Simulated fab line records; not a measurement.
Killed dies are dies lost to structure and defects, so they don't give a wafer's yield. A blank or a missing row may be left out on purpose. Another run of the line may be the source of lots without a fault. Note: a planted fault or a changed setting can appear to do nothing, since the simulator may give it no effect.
Matching of chambers | flow n5Finfet | N5_BEOL_M8_ETCH_65 on rieDiel-06: 4 sister chambers
The step etches SiARC in CF4, target depth 15.6 nm, time 26 s. 8 wafers are shown with their chamber, then 10 later ones without.

WAFERS PAIRED WITH THEIR CHAMBERS
wafer  | chamber | drypumpMotorCurrentA (A) | throttleValvePct (%)
L087.5 | 2       | 6.8                      | 16.16
L085.2 | 1       | 5.8                      | 15.89
L085.6 | 3       | 5.4                      | 15.51
L086.1 | 0       | 5.8                      | 15.78
L086.3 | 3       | 5.4                      | 15.51
L086.4 | 1       | 5.8                      | 15.89
L088.1 | 2       | 6.8                      | 16.19
L088.2 | 0       | 5.7                      | 15.79

WAFERS WITH NO CHAMBER GIVEN
wafer  | drypumpMotorCurrentA (A) | throttleValvePct (%)
L088.3 | 5.4                      | 15.51
L092.1 | 5.7                      | 15.80
L092.4 | 5.7                      | 15.91
L092.5 | 5.8                      | 15.91
L096.1 | 6.8                      | 16.20
L096.3 | 5.8                      | 15.92
L096.5 | 5.8                      | 15.81
L095.3 | 6.8                      | 16.24
L095.5 | 6.8                      | 16.23
L095.6 | 5.7                      | 15.93

WHICH CHAMBER EACH WENT THROUGH
wafer  | from the rows above | in truth
L088.3 | 3                   | 3
L092.1 | 0                   | 0
L092.4 | 1                   | 1
L092.5 | 1                   | 1
L096.1 | 2                   | 2
L096.3 | 1                   | 1
L096.5 | 0                   | 0
L095.3 | 2                   | 2
L095.5 | 2                   | 2
L095.6 | 1                   | 1
Correctly placed: 10 of 10. Left unplaced by these rows: 0. Wrongly placed: 0.
How it was worked out, from the rows above alone: a wafer's distance from a chamber is the root of the sum, over the readings, of the square of ((its reading less the chamber's mean) divided by the reading's scatter). If the next closest chamber is less than 2 further off than the closest, the wafer can't be placed; otherwise it belongs to the closest. A chamber's mean is the mean of its shown wafers. How the scatter is found: for the shown wafers, subtract from each reading the mean of its chamber, square and add these, divide the total by (wafers less chambers), then take the root.
